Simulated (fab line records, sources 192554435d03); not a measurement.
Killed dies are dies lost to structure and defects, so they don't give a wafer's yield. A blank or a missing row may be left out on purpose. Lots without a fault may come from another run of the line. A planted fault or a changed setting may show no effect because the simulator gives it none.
Split-lot experiment | flow n5_finfet | 7 lots, 21 wafers read, on a route of 1938 steps

THE SPLIT
At N5_BEOL_M12_COAT_04 (resist thk 400 nm), the setting spin_rpm was moved away from the recipe's 1625 rpm on 6 of the 21 wafers read, by -8.7% to +10.6%. The other wafers ran this setting at the recipe's value.

FROM THE SPLIT TO THE READING: what the file shows between them, 3 steps
- N5_BEOL_M12_EBR_06
- N5_BEOL_M12_SOFTBAKE_05: time 60 s
- N5_BEOL_M12_DESCUM_15: chemistry O2, time 7.9 s

THE READING
coat_of_BEOL_M12_COAT_04.thk_nm (the simulator's own value, which no gauge read), in nm, at N5_BEOL_M12_ETCH_59 (etches BARC in N2/H2, target depth 89 nm, overetch 26.7 nm, time 67.9 s). The file gives no usual value for it. The 15 wafers here that ran the recipe average 317.1 nm, standard deviation 1.8 nm.

wafer  | tool, chamber at the split | spin_rpm as run, rpm | against the recipe | coat_of_BEOL_M12_COAT_04.thk_nm, nm | against lot-mates on the recipe
L079.2 | litho_track-02, 0          | 1484                 | -8.7%              | 338.4                               | no lot-mate on the recipe
L079.4 | litho_track-02, 0          | 1484                 | -8.7%              | 336.2                               | no lot-mate on the recipe
L079.5 | litho_track-02, 0          | 1484                 | -8.7%              | 335.6                               | no lot-mate on the recipe
L084.1 | litho_track-02, 0          | 1625                 | recipe             | 320.4                               | -
L084.4 | litho_track-02, 0          | 1625                 | recipe             | 317.8                               | -
L084.6 | litho_track-02, 0          | 1625                 | recipe             | 319                                 | -
L082.2 | litho_track-01, 0          | 1625                 | recipe             | 318.2                               | -
L082.4 | litho_track-01, 0          | 1798                 | +10.6%             | 299.2                               | -17.7
L082.5 | litho_track-01, 0          | 1625                 | recipe             | 315.6                               | -
L080.1 | litho_track-03, 0          | 1625                 | recipe             | 316.2                               | -
L080.2 | litho_track-03, 0          | 1625                 | recipe             | 319                                 | -
L080.6 | litho_track-03, 0          | 1625                 | recipe             | 316.8                               | -
L092.1 | litho_track-03, 0          | 1625                 | recipe             | 317.6                               | -
L092.2 | litho_track-03, 0          | 1494                 | -8.1%              | 333                                 | +15.4
L092.5 | litho_track-03, 0          | 1494                 | -8.1%              | 334                                 | +16.4
L091.1 | litho_track-03, 0          | 1625                 | recipe             | 316.4                               | -
L091.3 | litho_track-03, 0          | 1625                 | recipe             | 313.6                               | -
L091.4 | litho_track-03, 0          | 1625                 | recipe             | 314.8                               | -
L097.2 | litho_track-03, 0          | 1625                 | recipe             | 316.8                               | -
L097.5 | litho_track-03, 0          | 1625                 | recipe             | 315.8                               | -
L097.6 | litho_track-03, 0          | 1625                 | recipe             | 319.2                               | -

THE FIT
A straight line over all 21 wafers: coat_of_BEOL_M12_COAT_04.thk_nm changes by -2.02 nm for each +1% of spin_rpm; r = -0.98; the points scatter about the line by 2 nm.
The same after taking each lot's own level away (the mean of its wafers on the recipe; 18 wafers): -1.82 nm for each +1%; r = -0.98; scatter 1.3 nm.
On that fit, the largest move of spin_rpm shifts the reading by 19 nm.
The lots' own levels span 314.93 to 319.07 nm, that is 2.3 times the standard deviation above.
So the lot-to-lot level changes the slope: the two fits differ.
Check: with one of the wafers moved furthest among these (+10.6%) left out of the fit, the line predicts -21 nm for it against its lot-mates. It came out at -17.7 nm against them.

OTHER SPLITS ON THESE WAFERS
These wafers also went through other splits before the reading. Each is held against what the fit with the lots' levels taken away leaves over:
other split on the same wafers | wafers away from the commonest value | r with coat_of_BEOL_M12_COAT_04.thk_nm (lot level and that fit taken away)
N5_BEOL_M10_ETCH_41 source_w   | 6                                    | -0.31
N5_BEOL_M11_COAT_22 spin_rpm   | 6                                    | -0.23
N5_BEOL_M11_EXPOSE_25 dose_mj  | 7                                    | +0.05
N5_BEOL_M11_DEP_56 time_s      | 6                                    | -0.06

THE WHOLE CHAIN: every reading that the file lists as answering this split, in the file's order
step                | what it does                                                            | reading                                                                          | change (the file's fit)              | r (the file's)
N5_BEOL_M12_COAT_04 | resist thk 400 nm                                                       | coat_of_BEOL_M12_COAT_04.thk_nm (the simulator's own value, which no gauge read) | -1.9 nm for each +1% of the setting  | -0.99
N5_BEOL_M12_ETCH_59 | etches BARC in N2/H2, target depth 89 nm, overetch 26.7 nm, time 67.9 s | coat_of_BEOL_M12_COAT_04.thk_nm (the simulator's own value, which no gauge read) | -1.78 nm for each +1% of the setting | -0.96

THE FILE'S OWN FIT
coat_of_BEOL_M12_COAT_04.thk_nm changes by -1.78 nm for each +1% of spin_rpm, r = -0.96.
